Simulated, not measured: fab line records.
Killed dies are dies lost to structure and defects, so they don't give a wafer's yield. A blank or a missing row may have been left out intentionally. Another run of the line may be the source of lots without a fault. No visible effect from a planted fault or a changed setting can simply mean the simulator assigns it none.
Lot-split experiment / flow n5-finfet / 21 wafers read across 7 lots, on a route 1938 steps long

SPLIT DETAILS
At N5_BEOL_M0_SAQP_PECVD_97 (deposits SiNx from SiH4/NH3/N2, target thk 23 nm, time 19.9 s), the setting time-s was moved away from the recipe's 19.9 s on 9 of the 21 wafers read, by -12.1% to +10.2%. This setting was run at the recipe's value on the other wafers.

FROM THE SPLIT TO THE READING: what the file shows between them, 5 steps
- N5_BEOL_M0_SAQP_COAT_82: time 60 s, resist thk 30 nm (also split here: time-s)
- N5_BEOL_M0_SAQP_COAT_08: resist thk 90 nm
- N5_BEOL_M0_SAQP_EBR_10
- N5_BEOL_M0_SAQP_HM_OPEN_112: chemistry CHF3/O2, target SiO2, stops on a-Si, target depth 12 nm, time 13.5 s
- N5_BEOL_M0_SAQP_STRIP_113: strips in CHF3/O2

THE READING
SiNx_of_BEOL_M0_SAQP_PECVD_97.thk-nm (the simulator's own value, which no gauge read), in nm, at N5_BEOL_M0_SAQP_MANDREL_ETCH_20 (etches a-Si in HBr/Cl2, stops on SiNx, target depth 60 nm, bt time 10 s, time 30 s). There is no usual value for it anywhere in the file. The 12 wafers here that ran the recipe average 18.3 nm, standard deviation 0.25 nm.

wafer=L077.3; tool, chamber at the split=pecvd-01, 0,1; time-s as run, s=17.5; against the recipe=-12.1%; SiNx_of_BEOL_M0_SAQP_PECVD_97.thk-nm, nm=15.6; against lot-mates on the recipe=-2.8
wafer=L077.4; tool, chamber at the split=pecvd-01, 0,1; time-s as run, s=17.5; against the recipe=-12.1%; SiNx_of_BEOL_M0_SAQP_PECVD_97.thk-nm, nm=15.6; against lot-mates on the recipe=-2.8
wafer=L077.5; tool, chamber at the split=pecvd-01, 2; time-s as run, s=19.9; against the recipe=recipe; SiNx_of_BEOL_M0_SAQP_PECVD_97.thk-nm, nm=18.4; against lot-mates on the recipe=-
wafer=L079.3; tool, chamber at the split=pecvd-03, 0; time-s as run, s=17.67; against the recipe=-11.2%; SiNx_of_BEOL_M0_SAQP_PECVD_97.thk-nm, nm=15.6; against lot-mates on the recipe=-3.0
wafer=L079.5; tool, chamber at the split=pecvd-03, 2; time-s as run, s=17.67; against the recipe=-11.2%; SiNx_of_BEOL_M0_SAQP_PECVD_97.thk-nm, nm=16.2; against lot-mates on the recipe=-2.4
wafer=L079.6; tool, chamber at the split=pecvd-03, 0; time-s as run, s=19.9; against the recipe=recipe; SiNx_of_BEOL_M0_SAQP_PECVD_97.thk-nm, nm=18.6; against lot-mates on the recipe=-
wafer=L082.4; tool, chamber at the split=pecvd-04, 2,0; time-s as run, s=19.9; against the recipe=recipe; SiNx_of_BEOL_M0_SAQP_PECVD_97.thk-nm, nm=18; against lot-mates on the recipe=-
wafer=L082.5; tool, chamber at the split=pecvd-04, 2,0; time-s as run, s=19.9; against the recipe=recipe; SiNx_of_BEOL_M0_SAQP_PECVD_97.thk-nm, nm=18; against lot-mates on the recipe=-
wafer=L082.6; tool, chamber at the split=pecvd-04, 1; time-s as run, s=19.9; against the recipe=recipe; SiNx_of_BEOL_M0_SAQP_PECVD_97.thk-nm, nm=18; against lot-mates on the recipe=-
wafer=L091.3; tool, chamber at the split=pecvd-01, 0; time-s as run, s=21.92; against the recipe=+10.2%; SiNx_of_BEOL_M0_SAQP_PECVD_97.thk-nm, nm=20.6; against lot-mates on the recipe=+2.4
wafer=L091.4; tool, chamber at the split=pecvd-01, 1; time-s as run, s=19.9; against the recipe=recipe; SiNx_of_BEOL_M0_SAQP_PECVD_97.thk-nm, nm=18.2; against lot-mates on the recipe=-
wafer=L091.5; tool, chamber at the split=pecvd-01, 0; time-s as run, s=21.92; against the recipe=+10.2%; SiNx_of_BEOL_M0_SAQP_PECVD_97.thk-nm, nm=20.2; against lot-mates on the recipe=+2.0
wafer=L093.1; tool, chamber at the split=pecvd-04, 0; time-s as run, s=21; against the recipe=+5.5%; SiNx_of_BEOL_M0_SAQP_PECVD_97.thk-nm, nm=19.4; against lot-mates on the recipe=+1.1
wafer=L093.2; tool, chamber at the split=pecvd-04, 1; time-s as run, s=19.9; against the recipe=recipe; SiNx_of_BEOL_M0_SAQP_PECVD_97.thk-nm, nm=18; against lot-mates on the recipe=-
wafer=L093.4; tool, chamber at the split=pecvd-04, 1; time-s as run, s=19.9; against the recipe=recipe; SiNx_of_BEOL_M0_SAQP_PECVD_97.thk-nm, nm=18.6; against lot-mates on the recipe=-
wafer=L094.2; tool, chamber at the split=pecvd-04, 1; time-s as run, s=19.9; against the recipe=recipe; SiNx_of_BEOL_M0_SAQP_PECVD_97.thk-nm, nm=18.2; against lot-mates on the recipe=-
wafer=L094.4; tool, chamber at the split=pecvd-04, 2; time-s as run, s=19.9; against the recipe=recipe; SiNx_of_BEOL_M0_SAQP_PECVD_97.thk-nm, nm=18.4; against lot-mates on the recipe=-
wafer=L094.6; tool, chamber at the split=pecvd-04, 1; time-s as run, s=19.9; against the recipe=recipe; SiNx_of_BEOL_M0_SAQP_PECVD_97.thk-nm, nm=18.6; against lot-mates on the recipe=-
wafer=L095.2; tool, chamber at the split=pecvd-03, 1; time-s as run, s=21.79; against the recipe=+9.5%; SiNx_of_BEOL_M0_SAQP_PECVD_97.thk-nm, nm=20.4; against lot-mates on the recipe=+1.8
wafer=L095.5; tool, chamber at the split=pecvd-03, 1; time-s as run, s=21.79; against the recipe=+9.5%; SiNx_of_BEOL_M0_SAQP_PECVD_97.thk-nm, nm=20.8; against lot-mates on the recipe=+2.2
wafer=L095.6; tool, chamber at the split=pecvd-03, 0; time-s as run, s=19.9; against the recipe=recipe; SiNx_of_BEOL_M0_SAQP_PECVD_97.thk-nm, nm=18.6; against lot-mates on the recipe=-
When a row names more than one chamber, that row covers several wafers, and the file does not tell which wafer ran in which chamber.

FIT RESULTS
A straight line over all 21 wafers: SiNx_of_BEOL_M0_SAQP_PECVD_97.thk-nm changes by +0.22 nm for each +1% of time-s; r = +0.99; the points scatter about the line by 0.26 nm.
The same after taking each lot's own level away (the mean of its wafers on the recipe; 21 wafers): +0.226 nm for each +1%; r = +0.99; scatter 0.19 nm.
Per that fit: largest time-s move, reading shift of 2.7 nm.
Across the lots, their own levels run from 18.00 to 18.60 nm, a range of 2.4 times the standard deviation given above.
Consequently the slope shifts little with the lot-to-lot level, the two slopes agreeing.
Check: for one of the wafers moved furthest among these (-12.1%), held out of the fit, the line's prediction against its lot-mates is -2.77 nm. Against them it came out at -2.8 nm.

OTHER SPLITS APPLIED TO THESE WAFERS
Other splits were also applied to these wafers ahead of the reading. Each is held against what the fit with the lots' levels taken away leaves over:
other split on the same wafers=N5_BEOL_M0_SAQP_COAT_82 time-s; wafers away from the commonest value=3; r with SiNx_of_BEOL_M0_SAQP_PECVD_97.thk-nm (lot level and that fit taken away)=-0.11

THE WHOLE CHAIN: every reading that the file lists as answering this split, in the file's order
step=N5_BEOL_M0_SAQP_PECVD_97; what it does=deposits SiNx from SiH4/NH3/N2, target thk 23 nm, time 19.9 s; reading=SiNx_of_BEOL_M0_SAQP_PECVD_97.thk-nm (the simulator's own value, which no gauge read); change (the file's fit)=+0.222 nm for each +1% of the setting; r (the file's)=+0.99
step=N5_BEOL_M0_SAQP_MANDREL_ETCH_20; what it does=etches a-Si in HBr/Cl2, stops on SiNx, target depth 60 nm, bt time 10 s, time 30 s; reading=SiNx_of_BEOL_M0_SAQP_PECVD_97.thk-nm (the simulator's own value, which no gauge read); change (the file's fit)=+0.225 nm for each +1% of the setting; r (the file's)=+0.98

FILE'S OWN FIT
SiNx_of_BEOL_M0_SAQP_PECVD_97.thk-nm changes by +0.225 nm for each +1% of time-s, r = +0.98.
